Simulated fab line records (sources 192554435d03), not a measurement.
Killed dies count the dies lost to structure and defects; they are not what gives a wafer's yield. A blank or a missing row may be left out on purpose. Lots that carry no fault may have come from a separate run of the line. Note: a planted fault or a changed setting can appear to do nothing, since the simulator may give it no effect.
Which tool did it? || flow n5 finfet || 9 lots with 24 wafers sampled at 5 steps, on a route of 1938 steps

== WHAT THE GAUGES SHOWED, per wafer ==
N5_BEOL_M4_RC_MEAS_101. Usual: DIBL_N 36.1 mV/V, standard deviation 2; DIBL_P 36.3 mV/V, standard deviation 2.5; IOFF_N 0.16 nA/um, standard deviation 0.037; IOFF_P 0.21 nA/um, standard deviation 0.039; ION_N 678 uA/um, standard deviation 15; ION_P 465 uA/um, standard deviation 8.7; SS_N 71.4 mV/dec, standard deviation 0.7; SS_P 73.3 mV/dec, standard deviation 0.74; VT_N 249 mV, standard deviation 3.6; VT_P -250.0 mV, standard deviation 2.9.
{"lot": "L294", "measured": "day 7 18:09", "on": "prober-01", "DIBL_N (mV/V)": "35.5 33.2", "DIBL_P (mV/V)": "36.4 33.5", "IOFF_N (nA/um)": "0.16 0.11", "IOFF_P (nA/um)": "0.26 0.20", "ION_N (uA/um)": "669 649", "ION_P (uA/um)": "475 462", "SS_N (mV/dec)": "72.2 71.1", "SS_P (mV/dec)": "73.6 72.7", "VT_N (mV)": "251 257", "VT_P (mV)": "-243.3 -247.6", "flag": ""}
{"lot": "L297", "measured": "day 8 13:13", "on": "prober-02", "DIBL_N (mV/V)": "33.3 36.9 33.6", "DIBL_P (mV/V)": "30.4 35.9 30.2", "IOFF_N (nA/um)": "0.09 0.14 0.09", "IOFF_P (nA/um)": "0.15 0.21 0.14", "ION_N (uA/um)": "643 684 642", "ION_P (uA/um)": "452 470 443", "SS_N (mV/dec)": "70.6 71.0 70.6", "SS_P (mV/dec)": "72.3 72.7 71.8", "VT_N (mV)": "257 250 258", "VT_P (mV)": "-252.8 -250.1 -255.9", "flag": ""}
{"lot": "L298", "measured": "day 9 03:50", "on": "prober-01", "DIBL_N (mV/V)": "37.2 39.2 38.7", "DIBL_P (mV/V)": "35.6 36.4 36.8", "IOFF_N (nA/um)": "0.17 0.20 0.18", "IOFF_P (nA/um)": "0.23 0.25 0.26", "ION_N (uA/um)": "688 681 688", "ION_P (uA/um)": "472 459 473", "SS_N (mV/dec)": "71.7 72.3 72.6", "SS_P (mV/dec)": "74.1 73.8 73.2", "VT_N (mV)": "249 247 249", "VT_P (mV)": "-251.1 -249.6 -251.2", "flag": ""}
{"lot": "L302", "measured": "day 10 17:14", "on": "prober-02", "DIBL_N (mV/V)": "38.9 35.9 36.7", "DIBL_P (mV/V)": "40.1 37.6 38.4", "IOFF_N (nA/um)": "0.20 0.15 0.16", "IOFF_P (nA/um)": "0.21 0.18 0.19", "ION_N (uA/um)": "675 673 670", "ION_P (uA/um)": "456 453 452", "SS_N (mV/dec)": "72.3 71.5 72.0", "SS_P (mV/dec)": "73.5 72.7 72.8", "VT_N (mV)": "250 252 252", "VT_P (mV)": "-253.0 -254.6 -253.3", "flag": ""}
{"lot": "L304", "measured": "day 10 22:55", "on": "prober-02", "DIBL_N (mV/V)": "34.5 36.6 36.0", "DIBL_P (mV/V)": "33.9 35.8 35.6", "IOFF_N (nA/um)": "0.13 0.16 0.16", "IOFF_P (nA/um)": "0.19 0.22 0.21", "ION_N (uA/um)": "677 685 683", "ION_P (uA/um)": "467 462 465", "SS_N (mV/dec)": "71.6 72.0 71.9", "SS_P (mV/dec)": "73.5 73.9 73.1", "VT_N (mV)": "249 246 247", "VT_P (mV)": "-249.3 -250.9 -249.6", "flag": ""}
{"lot": "L307", "measured": "day 12 11:16", "on": "prober-02", "DIBL_N (mV/V)": "38.2 39.7 39.1", "DIBL_P (mV/V)": "39.3 41.3 40.2", "IOFF_N (nA/um)": "0.20 0.26 0.21", "IOFF_P (nA/um)": "0.22 0.26 0.24", "ION_N (uA/um)": "691 715 680", "ION_P (uA/um)": "468 482 459", "SS_N (mV/dec)": "72.0 72.2 72.0", "SS_P (mV/dec)": "73.3 74.2 74.2", "VT_N (mV)": "247 241 245", "VT_P (mV)": "-249.6 -246.2 -248.8", "flag": ""}
{"lot": "L308", "measured": "day 12 04:50", "on": "prober-01", "DIBL_N (mV/V)": "38.4 33.5 37.6", "DIBL_P (mV/V)": "37.4 33.7 38.1", "IOFF_N (nA/um)": "0.20 0.13 0.20", "IOFF_P (nA/um)": "0.24 0.19 0.26", "ION_N (uA/um)": "668 669 702", "ION_P (uA/um)": "460 463 478", "SS_N (mV/dec)": "72.1 70.5 71.5", "SS_P (mV/dec)": "74.1 73.0 74.3", "VT_N (mV)": "250 251 245", "VT_P (mV)": "-247.2 -248.7 -247.0", "flag": ""}
{"lot": "L314", "measured": "day 14 06:56", "on": "prober-02", "DIBL_N (mV/V)": "35.6 33.9", "DIBL_P (mV/V)": "35.0 33.2", "IOFF_N (nA/um)": "0.15 0.13", "IOFF_P (nA/um)": "0.20 0.20", "ION_N (uA/um)": "675 679", "ION_P (uA/um)": "466 471", "SS_N (mV/dec)": "71.8 70.7", "SS_P (mV/dec)": "73.3 73.0", "VT_N (mV)": "250 252", "VT_P (mV)": "-247.7 -248.3", "flag": ""}
{"lot": "L317", "measured": "day 14 01:16", "on": "prober-02", "DIBL_N (mV/V)": "34.2 36.9", "DIBL_P (mV/V)": "34.1 37.5", "IOFF_N (nA/um)": "0.13 0.16", "IOFF_P (nA/um)": "0.18 0.23", "ION_N (uA/um)": "676 672", "ION_P (uA/um)": "466 468", "SS_N (mV/dec)": "70.1 71.6", "SS_P (mV/dec)": "73.3 74.1", "VT_N (mV)": "251 251", "VT_P (mV)": "-251.3 -249.1", "flag": ""}

== TOOL THAT RAN EACH LOT (tool first, then ch and the chambers of the sampled wafers, then the start) ==
{"lot": "L294", "N5_FIN_CUT_ETCH_30": "rie diel-02 ch 0,2, day 2 03:01", "N5_FIN_CUT_STRIP_24": "rie diel-02 ch 0,2, day 2 03:24", "N5_FIN_CUT_CUT_ETCH_26": "rie diel-02 ch 0,2, day 2 03:25", "N5_FIN_CUT_PRECLEAN_35": "vapor etch-02 ch 0,1, day 2 03:34"}
{"lot": "L297", "N5_FIN_CUT_ETCH_30": "rie diel-02 ch 2,3, day 2 20:49", "N5_FIN_CUT_STRIP_24": "rie diel-02 ch 2,3, day 2 21:12", "N5_FIN_CUT_CUT_ETCH_26": "rie diel-02 ch 2,3, day 2 21:13", "N5_FIN_CUT_PRECLEAN_35": "vapor etch-01 ch 0,1, day 2 21:20"}
{"lot": "L298", "N5_FIN_CUT_ETCH_30": "rie diel-02 ch 1,2,3, day 3 02:43", "N5_FIN_CUT_STRIP_24": "rie diel-02 ch 1,2,3, day 3 03:06", "N5_FIN_CUT_CUT_ETCH_26": "rie diel-02 ch 1,2,3, day 3 03:07", "N5_FIN_CUT_PRECLEAN_35": "vapor etch-01 ch 0,1, day 3 03:14"}
{"lot": "L302", "N5_FIN_CUT_ETCH_30": "rie diel-03 ch 0,2, day 4 03:36", "N5_FIN_CUT_STRIP_24": "rie diel-03 ch 0,2, day 4 03:59", "N5_FIN_CUT_CUT_ETCH_26": "rie diel-03 ch 0,2, day 4 04:00", "N5_FIN_CUT_PRECLEAN_35": "vapor etch-02 ch 0,1, day 4 04:08"}
{"lot": "L304", "N5_FIN_CUT_ETCH_30": "rie diel-02 ch 0,3, day 4 15:34", "N5_FIN_CUT_STRIP_24": "rie diel-02 ch 0,3, day 4 15:57", "N5_FIN_CUT_CUT_ETCH_26": "rie diel-02 ch 0,3, day 4 15:58", "N5_FIN_CUT_PRECLEAN_35": "vapor etch-02 ch 0, day 4 16:05"}
{"lot": "L307", "N5_FIN_CUT_ETCH_30": "rie diel-01 ch 2,3, day 5 11:30", "N5_FIN_CUT_STRIP_24": "rie diel-01 ch 2,3, day 5 11:53", "N5_FIN_CUT_CUT_ETCH_26": "rie diel-01 ch 2,3, day 5 11:54", "N5_FIN_CUT_PRECLEAN_35": "vapor etch-01 ch 0,1, day 5 12:01"}
{"lot": "L308", "N5_FIN_CUT_ETCH_30": "rie diel-02 ch 1,2,3, day 5 14:19", "N5_FIN_CUT_STRIP_24": "rie diel-02 ch 1,2,3, day 5 14:42", "N5_FIN_CUT_CUT_ETCH_26": "rie diel-02 ch 1,2,3, day 5 14:43", "N5_FIN_CUT_PRECLEAN_35": "vapor etch-02 ch 0,1, day 5 14:50"}
{"lot": "L314", "N5_FIN_CUT_ETCH_30": "rie diel-03 ch 2,3, day 7 03:34", "N5_FIN_CUT_STRIP_24": "rie diel-03 ch 2,3, day 7 03:56", "N5_FIN_CUT_CUT_ETCH_26": "rie diel-03 ch 2,3, day 7 03:58", "N5_FIN_CUT_PRECLEAN_35": "vapor etch-02 ch 0,1, day 7 04:05"}
{"lot": "L317", "N5_FIN_CUT_ETCH_30": "rie diel-03 ch 0,2, day 7 22:39", "N5_FIN_CUT_STRIP_24": "rie diel-03 ch 0,2, day 7 23:02", "N5_FIN_CUT_CUT_ETCH_26": "rie diel-03 ch 0,2, day 7 23:03", "N5_FIN_CUT_PRECLEAN_35": "vapor etch-02 ch 0,1, day 7 23:10"}
- N5_FIN_CUT_ETCH_30: etches underlayer in N2/H2, target depth 13 nm, time 10.4 s.
- N5_FIN_CUT_STRIP_24: strips in CF4.
- N5_FIN_CUT_CUT_ETCH_26: etches SiNx in CH3F/O2, target depth 39 nm, time 55.7 s.
- N5_FIN_CUT_PRECLEAN_35: cleans in vHF, time 13.3 s.

== WHAT THE TOOLS THEMSELVES READ (means of the sampled wafers that have a number; where no wafer has one, the mark that the record gives instead) ==
N5_FIN_CUT_ETCH_30. Usual: bias w 150.1 W, standard deviation 0.48; drypump motor current A 6.0 A, standard deviation 0.42; etch rf on time s 10.5 s, standard deviation 0.37; h2 flow sccm 200.0 sccm, standard deviation 0.59; oes product au 0.66 a.u., standard deviation 0.07; rf vpp V 523.5 V, standard deviation 2.3; showerhead plenum p Torr 2.52 Torr, standard deviation 0.074; throttle valve pct 17.81 %, standard deviation 0.26.
{"lot": "L294", "tool": "rie diel-02", "bias w (W)": 150.1, "drypump motor current A (A)": 6.2, "etch rf on time s (s)": 10.1, "h2 flow sccm (sccm)": 199.9, "oes product au (a.u.)": 0.73, "rf vpp V (V)": 523.9, "showerhead plenum p Torr (Torr)": 2.51, "throttle valve pct (%)": 17.73, "flag": ""}
{"lot": "L297", "tool": "rie diel-02", "bias w (W)": 149.9, "drypump motor current A (A)": 5.8, "etch rf on time s (s)": 10.1, "h2 flow sccm (sccm)": 200.1, "oes product au (a.u.)": 0.63, "rf vpp V (V)": 520.6, "showerhead plenum p Torr (Torr)": 2.43, "throttle valve pct (%)": 18.04, "flag": ""}
{"lot": "L298", "tool": "rie diel-02", "bias w (W)": 149.4, "drypump motor current A (A)": 5.8, "etch rf on time s (s)": 10.4, "h2 flow sccm (sccm)": 200.7, "oes product au (a.u.)": 0.64, "rf vpp V (V)": 521.5, "showerhead plenum p Torr (Torr)": 2.43, "throttle valve pct (%)": 17.96, "flag": ""}
{"lot": "L302", "tool": "rie diel-03", "bias w (W)": 150.5, "drypump motor current A (A)": 5.7, "etch rf on time s (s)": 10.4, "h2 flow sccm (sccm)": 199.9, "oes product au (a.u.)": 0.68, "rf vpp V (V)": 524.4, "showerhead plenum p Torr (Torr)": 2.55, "throttle valve pct (%)": 17.68, "flag": ""}
{"lot": "L304", "tool": "rie diel-02", "bias w (W)": 149.6, "drypump motor current A (A)": 6.1, "etch rf on time s (s)": 10.4, "h2 flow sccm (sccm)": 200.1, "oes product au (a.u.)": 0.69, "rf vpp V (V)": 522.0, "showerhead plenum p Torr (Torr)": 2.49, "throttle valve pct (%)": 17.56, "flag": ""}
{"lot": "L307", "tool": "rie diel-01", "bias w (W)": 149.8, "drypump motor current A (A)": 6.0, "etch rf on time s (s)": 10.6, "h2 flow sccm (sccm)": 200.0, "oes product au (a.u.)": 0.62, "rf vpp V (V)": 526.2, "showerhead plenum p Torr (Torr)": 2.57, "throttle valve pct (%)": 17.99, "flag": ""}
{"lot": "L308", "tool": "rie diel-02", "bias w (W)": 150.4, "drypump motor current A (A)": 5.8, "etch rf on time s (s)": 13.8, "h2 flow sccm (sccm)": 200.5, "oes product au (a.u.)": 0.55, "rf vpp V (V)": 520.3, "showerhead plenum p Torr (Torr)": 2.42, "throttle valve pct (%)": 17.98, "flag": "OFF"}
{"lot": "L314", "tool": "rie diel-03", "bias w (W)": 149.8, "drypump motor current A (A)": 6.5, "etch rf on time s (s)": 10.4, "h2 flow sccm (sccm)": 199.8, "oes product au (a.u.)": 0.61, "rf vpp V (V)": 524.2, "showerhead plenum p Torr (Torr)": 2.56, "throttle valve pct (%)": 17.91, "flag": ""}
{"lot": "L317", "tool": "rie diel-03", "bias w (W)": 150.1, "drypump motor current A (A)": 5.9, "etch rf on time s (s)": 10.5, "h2 flow sccm (sccm)": 200.1, "oes product au (a.u.)": 0.65, "rf vpp V (V)": 523.5, "showerhead plenum p Torr (Torr)": 2.53, "throttle valve pct (%)": 17.77, "flag": ""}

N5_FIN_CUT_STRIP_24. Usual: drypump motor current A 6.0 A, standard deviation 0.42; oes product au 0.76 a.u., standard deviation 0.078; rf vpp V 270.9 V, standard deviation 1.5; showerhead plenum p Torr 1.79 Torr, standard deviation 0.05; throttle valve pct 13.65 %, standard deviation 0.26.
{"lot": "L294", "tool": "rie diel-02", "drypump motor current A (A)": 6.2, "oes product au (a.u.)": 0.82, "rf vpp V (V)": 270.2, "showerhead plenum p Torr (Torr)": 1.79, "throttle valve pct (%)": 13.59, "flag": ""}
{"lot": "L297", "tool": "rie diel-02", "drypump motor current A (A)": 5.8, "oes product au (a.u.)": 0.72, "rf vpp V (V)": 269.5, "showerhead plenum p Torr (Torr)": 1.73, "throttle valve pct (%)": 13.85, "flag": ""}
{"lot": "L298", "tool": "rie diel-02", "drypump motor current A (A)": 5.7, "oes product au (a.u.)": 0.74, "rf vpp V (V)": 268.9, "showerhead plenum p Torr (Torr)": 1.74, "throttle valve pct (%)": 13.79, "flag": ""}
{"lot": "L302", "tool": "rie diel-03", "drypump motor current A (A)": 5.7, "oes product au (a.u.)": 0.80, "rf vpp V (V)": 271.3, "showerhead plenum p Torr (Torr)": 1.81, "throttle valve pct (%)": 13.51, "flag": ""}
{"lot": "L304", "tool": "rie diel-02", "drypump motor current A (A)": 6.1, "oes product au (a.u.)": 0.81, "rf vpp V (V)": 270.3, "showerhead plenum p Torr (Torr)": 1.77, "throttle valve pct (%)": 13.37, "flag": ""}
{"lot": "L307", "tool": "rie diel-01", "drypump motor current A (A)": 5.9, "oes product au (a.u.)": 0.73, "rf vpp V (V)": 271.3, "showerhead plenum p Torr (Torr)": 1.82, "throttle valve pct (%)": 13.72, "flag": ""}
{"lot": "L308", "tool": "rie diel-02", "drypump motor current A (A)": 5.8, "oes product au (a.u.)": 0.73, "rf vpp V (V)": 269.2, "showerhead plenum p Torr (Torr)": 1.74, "throttle valve pct (%)": 13.83, "flag": ""}
{"lot": "L314", "tool": "rie diel-03", "drypump motor current A (A)": 6.5, "oes product au (a.u.)": 0.71, "rf vpp V (V)": 271.8, "showerhead plenum p Torr (Torr)": 1.83, "throttle valve pct (%)": 13.74, "flag": ""}
{"lot": "L317", "tool": "rie diel-03", "drypump motor current A (A)": 5.9, "oes product au (a.u.)": 0.76, "rf vpp V (V)": 270.6, "showerhead plenum p Torr (Torr)": 1.79, "throttle valve pct (%)": 13.61, "flag": ""}

N5_FIN_CUT_CUT_ETCH_26. Usual: bias w 73.01 W, standard deviation 0.24; drypump motor current A 6.0 A, standard deviation 0.42; oes product au 0.77 a.u., standard deviation 0.083; rf vpp V 299 V, standard deviation 10; showerhead plenum p Torr 1.98 Torr, standard deviation 0.062; throttle valve pct 16.34 %, standard deviation 0.25.
{"lot": "L294", "tool": "rie diel-02", "bias w (W)": 73.00, "drypump motor current A (A)": 6.2, "oes product au (a.u.)": 0.85, "rf vpp V (V)": 296, "showerhead plenum p Torr (Torr)": 1.98, "throttle valve pct (%)": 16.27, "flag": ""}
{"lot": "L297", "tool": "rie diel-02", "bias w (W)": 73.00, "drypump motor current A (A)": 5.7, "oes product au (a.u.)": 0.73, "rf vpp V (V)": 306, "showerhead plenum p Torr (Torr)": 1.90, "throttle valve pct (%)": 16.46, "flag": ""}
{"lot": "L298", "tool": "rie diel-02", "bias w (W)": 73.17, "drypump motor current A (A)": 5.8, "oes product au (a.u.)": 0.75, "rf vpp V (V)": 302, "showerhead plenum p Torr (Torr)": 1.91, "throttle valve pct (%)": 16.48, "flag": ""}
{"lot": "L302", "tool": "rie diel-03", "bias w (W)": 72.94, "drypump motor current A (A)": 5.7, "oes product au (a.u.)": 0.79, "rf vpp V (V)": 303, "showerhead plenum p Torr (Torr)": 2.00, "throttle valve pct (%)": 16.17, "flag": ""}
{"lot": "L304", "tool": "rie diel-02", "bias w (W)": 73.02, "drypump motor current A (A)": 6.1, "oes product au (a.u.)": 0.82, "rf vpp V (V)": 308, "showerhead plenum p Torr (Torr)": 1.96, "throttle valve pct (%)": 16.04, "flag": ""}
{"lot": "L307", "tool": "rie diel-01", "bias w (W)": 73.07, "drypump motor current A (A)": 5.9, "oes product au (a.u.)": 0.72, "rf vpp V (V)": 299, "showerhead plenum p Torr (Torr)": 2.03, "throttle valve pct (%)": 16.44, "flag": ""}
{"lot": "L308", "tool": "rie diel-02", "bias w (W)": 73.11, "drypump motor current A (A)": 5.7, "oes product au (a.u.)": 0.74, "rf vpp V (V)": 302, "showerhead plenum p Torr (Torr)": 1.91, "throttle valve pct (%)": 16.52, "flag": ""}
{"lot": "L314", "tool": "rie diel-03", "bias w (W)": 72.28, "drypump motor current A (A)": 6.5, "oes product au (a.u.)": 0.71, "rf vpp V (V)": 291, "showerhead plenum p Torr (Torr)": 2.00, "throttle valve pct (%)": 16.32, "flag": "OFF"}
{"lot": "L317", "tool": "rie diel-03", "bias w (W)": 73.10, "drypump motor current A (A)": 5.8, "oes product au (a.u.)": 0.76, "rf vpp V (V)": 302, "showerhead plenum p Torr (Torr)": 1.98, "throttle valve pct (%)": 16.25, "flag": ""}

N5_FIN_CUT_PRECLEAN_35. Usual: drypump motor current A 5.45 A, standard deviation 0.3; foreline p Torr 0.1280 Torr, standard deviation 0.00034.
{"lot": "L294", "tool": "vapor etch-02", "drypump motor current A (A)": 5.27, "foreline p Torr (Torr)": 0.1278, "flag": ""}
{"lot": "L297", "tool": "vapor etch-01", "drypump motor current A (A)": 5.68, "foreline p Torr (Torr)": 0.1277, "flag": ""}
{"lot": "L298", "tool": "vapor etch-01", "drypump motor current A (A)": 5.65, "foreline p Torr (Torr)": 0.1277, "flag": ""}
{"lot": "L302", "tool": "vapor etch-02", "drypump motor current A (A)": 5.39, "foreline p Torr (Torr)": 0.1281, "flag": ""}
{"lot": "L304", "tool": "vapor etch-02", "drypump motor current A (A)": 5.57, "foreline p Torr (Torr)": 0.1280, "flag": ""}
{"lot": "L307", "tool": "vapor etch-01", "drypump motor current A (A)": 5.67, "foreline p Torr (Torr)": 0.1276, "flag": ""}
{"lot": "L308", "tool": "vapor etch-02", "drypump motor current A (A)": 5.18, "foreline p Torr (Torr)": 0.1280, "flag": ""}
{"lot": "L314", "tool": "vapor etch-02", "drypump motor current A (A)": 5.27, "foreline p Torr (Torr)": 0.1282, "flag": ""}
{"lot": "L317", "tool": "vapor etch-02", "drypump motor current A (A)": 5.28, "foreline p Torr (Torr)": 0.1275, "flag": ""}

== THE ANSWER, worked out from the rows above alone ==
Rule: take the mean of a lot's wafers that have a number; if it is more than 3 standard deviations from the usual mean, the lot is off. A lot without any number at a reading at which 4 lots or more have one is off too. Any other lot the step has rows for is counted as sound. First the gauges in route order, then the tools' own readings, where a lot's mean is used as printed above. The first step at which some lot is off is used, and at that step the reading that is off furthest; a lot without a number counts as furthest.
Off at N5_FIN_CUT_ETCH_30 (etch rf on time s): L308.
If a tool, at that step or one of the process steps before it, ran each lot that is off and ran no sound lot following the first of them, it fits. One fits: rie diel-02 at N5_FIN_CUT_ETCH_30. Its last sound lot is L304 (day 4 15:34), its first lot that is off L308 (day 5 14:19): a fault that began between those two fits.
On the lots that are off, the tool's own readings at N5_FIN_CUT_ETCH_30 differ by more than 5 times the standard deviation of the sound lots' means, which bears it out; etch rf on time s reads 13.8 s there versus 10.4 s on the sound lots.

== WHAT THE SIMULATOR PUT IN ==
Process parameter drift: rie diel-02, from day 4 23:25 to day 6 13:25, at N5_FIN_CUT_ETCH_30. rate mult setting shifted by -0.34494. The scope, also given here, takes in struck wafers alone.
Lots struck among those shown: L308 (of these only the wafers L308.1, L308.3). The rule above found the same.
